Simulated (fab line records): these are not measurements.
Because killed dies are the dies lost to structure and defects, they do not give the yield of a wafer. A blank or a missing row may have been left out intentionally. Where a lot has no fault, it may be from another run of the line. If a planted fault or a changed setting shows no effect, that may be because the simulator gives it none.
Comparing a struck lot with a sound one || flow nand-harc || 25 steps out of a route of 1159
Sound: these wafers, L622.2, L622.3, L622.4. The struck wafers were L629.2, L629.4, L629.6. Last of all comes the cause.
At each step with rows: each side's tool, then ch and its chambers, then its first start. Under that, the readings that differ: sound wafers || struck wafers || difference of the means || sigmas: that difference in standard deviations of wafers without a fault.
alike: same words and numbers on both sides, and readings whose means sit less than 2 such deviations apart. not compared: any withheld reading, any reading some wafer has no value for, any bound like >300 that may hide the same value, and any number with overlapping values for which the record gives no deviation.
A row with sigmas, a row that says differs or no value, or rows on one side alone: a step with any of these is where the two part. Non-overlapping numbers with no deviation appear without sigmas and do not part them. A reading that every wafer of one side lacks parts them only if that side has two wafers or more.

first, 5 steps without rows for these wafers: NHARC_A_SLIT_SOFTBAKE_04 (time 55 s); NHARC_A_SLIT_EBR_05; NHARC_A_SLIT_EXPOSE_06 (exposes mask SLIT); NHARC_A_SLIT_PEB_07 (peb time 65 s); NHARC_A_SLIT_DEVELOP_08 (develop time 35 s).
NHARC_A_SLIT_CD_MEAS_09 targets a cd of 300 nm.
  sound on cd-sem-02 ch 0, day 18 00:26; struck on cd-sem-02 ch 0, day 19 08:01
{"reading": "cd-nm (nm)", "sound": "299.6 299.6 300.2", "struck": "301.4 301.4 301.0", "difference": "+1.5", "sigmas": "+3"}
NHARC_A_SLIT_OVL_MEAS_10:
  sound: overlay-01 at day 18 00:32; struck: overlay-01 at day 19 08:07
  alike: overlay-x-nm, overlay-y-nm
NHARC_A_SLIT_INSPECT_11:
  sound: defect-inspect-02 at day 18 00:34; struck: defect-inspect-01 at day 19 08:09
  alike: raw-defect-count
then, 1 step without rows for these wafers: NHARC_A_SLIT_DESCUM_14 (chemistry O2, time 3 s).
NHARC_A_SLIT_ETCH_24: etches the open film in CF4/CHF3, target depth 121 nm, time 60.5 s.
  sound on rie-diel-06 ch 0,1,2, day 18 00:43; struck on rie-diel-02 ch 1,2,3, day 19 08:17
  alike: cf4-flow-sccm, drypump-motor-current-A, oes-product-au, rf-fwd-power-W, rf-vpp-V, showerhead-plenum-p-Torr, throttle-valve-pct
  not compared: rf-hours-counter-h
then, 1 step without rows for these wafers: NHARC_A_SLIT_ETCH_15 (etches the open film in O2/COS, target depth 3200 nm, time 832 s).
NHARC_A_SLIT_ETCH_17: etches the open film in C4F8/O2/Ar, time 1687.5 s, target depth 10100 nm.
  sound on har-etch-01 ch 0,1, day 18 01:55; struck on har-etch-01 ch 0,1, day 19 09:55
  alike: drypump-motor-current-A, showerhead-plenum-p-Torr, throttle-valve-pct
  not compared: rf-hours-counter-h
NHARC_A_SLIT_ETCH_26: etches the open film in C4F8/O2/Ar, time 90 s, target depth 400 nm.
  sound on har-etch-01 ch 0,1, day 18 03:12; struck on har-etch-01 ch 0,1, day 19 11:23
  alike: drypump-motor-current-A, rf-fwd-power-W, showerhead-plenum-p-Torr, throttle-valve-pct
  not compared: rf-hours-counter-h
then, 1 step without rows for these wafers: NHARC_A_SLIT_STRIP_28 (strips in O2/COS).
NHARC_A_SLIT_ETCH_29: etches the open film in CF4/O2, target depth 100 nm, overetch 10 nm, time 55 s.
  sound on rie-diel-02 ch 0,2,3, day 18 03:47; struck on rie-diel-07 ch 0,2,3, day 19 12:01
  alike: cf4-flow-sccm, drypump-motor-current-A, oes-product-au, rf-fwd-power-W, rf-vpp-V, showerhead-plenum-p-Torr, throttle-valve-pct
  not compared: rf-hours-counter-h
NHARC_A_SLIT_STRIP_18: strips in O2.
  sound on rie-diel-02 ch 0,1,3; struck on rie-diel-07 ch 0,2,3
  alike: drypump-motor-current-A, oes-product-au, rf-vpp-V, showerhead-plenum-p-Torr, throttle-valve-pct
  not compared: rf-hours-counter-h
then, 2 steps without rows for these wafers: NHARC_A_SLIT_PRECLEAN_19 (cleans in SC1); NHARC_A_SLIT_SRD_20.
NHARC_A_SLIT_CD_MEAS_21:
  sound: cd-sem-01 at day 18 04:20; struck: cd-sem-02 at day 19 12:33
  alike: cd-nm
then, 3 steps without rows for these wafers: NHARC_A_SIN_REMOVE_WET_00 (chemistry H3PO4, time 15300 s); NHARC_A_SIN_REMOVE_PRECLEAN_01 (cleans in SC1); NHARC_A_SIN_REMOVE_SRD_02.
NHARC_A_SIN_REMOVE_INSPECT_04:
  sound: defect-inspect-01 at day 18 12:04; struck: defect-inspect-01 at day 19 19:49
{"reading": "raw-defect-count", "sound": "288 188 285", "struck": "651 582 544", "difference": "+339", "sigmas": "+4"}
NHARC_A_WL_FILL_ALD_00: deposits Al2O3, target thk 3 nm, pulse time 3 s, ald cycles 30.
  sound on ald-hk-01 ch 1,2,3, day 18 12:08; struck on ald-hk-04 ch 0,2,3, day 19 20:24
{"reading": "precursor-pulse-height-rel", "sound": "0.966 1.002 0.980", "struck": "1.010 1.049 1.031", "difference": "+0.047", "sigmas": "+2"}
  alike: heater-power-w
-- record jumps: 5 days between struck wafers' starts before vs after; left off in module A_WL_FILL, resumes in module END, first step shown is number 1159 of the route --
NHARC_END_SORT_01:
  the record has rows for the struck wafers here (prober-01 ch 0, day 24 12:28) and none for the sound ones

## WHERE THEY PART
First at NHARC_A_SLIT_CD_MEAS_09; last, within this record, at NHARC_END_SORT_01.

WHY: the cause the simulator had injected
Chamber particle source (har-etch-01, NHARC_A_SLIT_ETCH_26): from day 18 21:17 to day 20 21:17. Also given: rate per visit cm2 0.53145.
